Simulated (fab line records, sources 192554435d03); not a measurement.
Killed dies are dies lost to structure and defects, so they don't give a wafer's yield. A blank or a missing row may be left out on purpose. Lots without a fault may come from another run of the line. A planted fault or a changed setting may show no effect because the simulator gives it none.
fab line records | flow n5_finfet
record lots=7 wafers=21
route steps=1938 shown MIM_TOP_LITHO@1843 TV_OPEN@1890
start_h: hours from the record's first day to the start of the lot's first wafer shown | wait_h: hours since the lot's step before | " the same as in the row above | L1.1+2: a row that stands for several wafers | - no value, or no start given | * or withheld: withheld | < > ~ a bound
route shown NAME@n: a module of which the file shows steps, and the number in the route of the first | usual: mean/standard deviation of fault-free wafers | same: alike in all rows | chamber/n: place in a boat | sites: the reading at each site | _std_site: their standard deviation | _edge_site: outer sites' mean less inner sites' | radius_mm: how far each site lies from the wafer's centre | mask NAME#n: copy n | behind: the tool/chamber that last shaped the wafer | hold: why the lot was held/for how many hours/how that ended | device: the transistor (n, p or np) that didn't switch | end of line: the same wafers' tests at the end of the route | a step without rows: its recipe alone | killed: dies lost to structure and defects at the first sort, not the wafer's yield | map: a wafer's dies, x killed, . not, _ none there
set.NAME: the setting as run; set.NAME@STEP: as run at that earlier step | model.NAME: the simulator's own value behind a step, which no gauge read
lots whose settings were changed on purpose; a table a step, a row a wafer
## steps
# step N5_MIM_TOP_LITHO_EXPOSE_05
# recipe mask_id=MIM_TOP na=0.55 source_shape=conventional sigma_outer=0.8 polarization=unpolarized target_cd_nm=2000 dose_mj=20.5
# columns lot.wafer tool chamber start_h wait_h mask set.dose_mj
L075.1 krf_scanner-01 0 289.95 - MIM_TOP#0 20.5
L075.3+4 " 0 " " MIM_TOP#0 20.11
L083.1+4 krf_scanner-02 0 324.82 - MIM_TOP#0 20.5
L083.3 " 0 " " MIM_TOP#0 21.7
L085.1+3+4 krf_scanner-01 0 332.88 - MIM_TOP#0 20.5
L088.1 krf_scanner-02 0 360.94 - MIM_TOP#0 20.5
L088.3+6 " 0 " " MIM_TOP#0 20
L091.1+4 krf_scanner-02 0 399.60 - MIM_TOP#0 21.35
L091.5 " 0 " " MIM_TOP#0 20.5
L095.3 krf_scanner-02 0 428.99 - MIM_TOP#0 21.4
L095.4+6 " 0 " " MIM_TOP#0 20.5
L096.1+5+6 krf_scanner-01 0 435.81 - MIM_TOP#0 20.5
# step N5_MIM_TOP_LITHO_PEB_06
# recipe peb_temp_c=withheld peb_time_s=*
# step N5_MIM_TOP_LITHO_DEVELOP_07
# recipe develop_time_s=60 rinse_liquid=diw dry=air_spin dev_temp_c=21
# step N5_MIM_TOP_LITHO_HARDBAKE_09
# recipe temp_c=130 time_s=120
# step N5_MIM_TOP_LITHO_CD_MEAS_08
# recipe target_cd_nm=2000 landing_energy_ev=500 detector=se_inlens
# usual cd_nm=2000.7/1.8
# columns lot.wafer tool chamber start_h wait_h set.dose_mj@MIM_TOP_LITHO_EXPOSE_05 cd_nm
L075.1 cd_sem-03 0 290.12 - 20.5 1997.8
L075.3 " 0 " " 20.11 2000.8
L075.4 " 0 " " 20.11 2001.5
L083.1 cd_sem-02 0 324.99 - 20.5 2000.3
L083.3 " 0 " " 21.7 1991.2
L083.4 " 0 " " 20.5 1999.9
L085.1 cd_sem-01 0 333.05 - 20.5 2000.3
L085.3 " 0 " " 20.5 1999.6
L085.4 " 0 " " 20.5 2000.9
L088.1 cd_sem-03 0 361.11 - 20.5 1997.3
L088.3 " 0 " " 20 2004.2
L088.6 " 0 " " 20 2004.3
L091.1 cd_sem-03 0 399.77 - 21.35 1994.0
L091.4 " 0 " " 21.35 1994.7
L091.5 " 0 " " 20.5 2001.1
L095.3 cd_sem-03 0 429.15 - 21.4 1993.8
L095.4 " 0 " " 20.5 2000.3
L095.6 " 0 " " 20.5 2001.3
L096.1 cd_sem-01 0 435.99 - 20.5 2001.9
L096.5 " 0 " " 20.5 2002.5
L096.6 " 0 " " 20.5 2001.4
# step N5_PASSIVATION_ETCH_15
# recipe chemistry=CF4/N2 target=SiCN target_depth_a=750 taper_deg=2 time_s=81.2 ion_energy_ev=150 mask_material=SiNx pressure_mtorr=40 source_w=430 bias_w=70 Ar_flow_sccm=100 cf4_flow_sccm=60 n2_flow_sccm=60
# usual rf_vpp_V=382.3/2.1
# columns lot.wafer tool chamber start_h wait_h set.bias_w rf_vpp_V
L075.1 rie_diel-01 1 - - 70 385.0
L075.3 " 0 " " 70 382.8
L075.4 " 1 " " 74.54 401.6
L083.1 rie_diel-02 0 - - 70 382.1
L083.3 " 3 " " 70 386.6
L083.4 " 3 " " 70 385.6
L085.1 rie_diel-01 3 - - 76.29 402.1
L085.3 " 1 " " 70 385.9
L085.4 " 3 " " 70 380.7
L088.1 rie_diel-02 2 - - 70 380.2
L088.3 " 0 " " 70 382.8
L088.6 " 1 " " 70 386.4
L091.1 rie_diel-02 2 - - 74.6 395.8
L091.4 " 0 " " 74.6 396.5
L091.5 " 3 " " 70 384.6
L095.3 rie_diel-02 3 - - 66.12 371.4
L095.4 " 0 " " 70 381.2
L095.6 " 3 " " 70 385.3
L096.1 rie_diel-01 0 - - 70 381.5
L096.5 " 1 " " 70 383.1
L096.6 " 0 " " 70 382.3
## key
split step=N5_MIM_TOP_LITHO_EXPOSE_05 setting=dose_mj stated=20.5 by=wafer
response step=N5_MIM_TOP_LITHO_CD_MEAS_08 reading=cd_nm change=-1.67 per=1% r=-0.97
split step=N5_PASSIVATION_ETCH_15 setting=bias_w stated=70 by=wafer
response step=N5_PASSIVATION_ETCH_15 reading=rf_vpp_V change=+2.16 per=1% r=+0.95
